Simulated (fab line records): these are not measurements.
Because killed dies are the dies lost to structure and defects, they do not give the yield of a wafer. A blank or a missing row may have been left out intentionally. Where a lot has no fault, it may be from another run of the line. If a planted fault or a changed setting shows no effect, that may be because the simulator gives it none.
Matching of chambers ; flow nand_harc ; NHARC_A_BLC_CMP_25 on cmp-03 has 4 sister chambers
The step polishes, t overpolish 30 s, target thk 150 nm. 4 wafers are shown with their chamber, then 6 later ones without.

== WAFERS, EACH WITH ITS CHAMBER ==
wafer;chamber;motor_current_A (A)
L371.5;3;12.1
L373.2;2;12.4
L373.5;1;11.7
L373.6;0;13.2

== WAFERS WHOSE CHAMBER IS MISSING ==
wafer;motor_current_A (A)
L376.1;12.5
L376.2;11.8
L376.5;12.3
L379.1;12.2
L379.2;13.6
L379.4;12.3

== EACH ONE'S CHAMBER ==
wafer;from the rows above;in truth
L376.1;can't be placed: 2 or 3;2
L376.2;can't be placed: 1 or 3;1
L376.5;can't be placed: 2 or 3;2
L379.1;can't be placed: 3 or 2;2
L379.2;0;0
L379.4;can't be placed: 2 or 3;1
1 of 6 placed correctly. Cannot be placed on the basis of these rows: 5; the candidates contain the true chamber in 4. Number placed wrongly: 0.
How it was worked out, from the rows above alone: a wafer's distance from a chamber is the root of the sum, over the readings, of the square of ((its reading less the chamber's mean) divided by the reading's scatter). If the next closest chamber is less than 2 further off than the closest, the wafer can't be placed; otherwise it belongs to the closest. For every chamber, the mean is computed from those of its wafers that are shown. The scatter (one wafer shown for each chamber): square how far every hidden wafer sits from the nearest shown wafer, average those squares and take the square root.
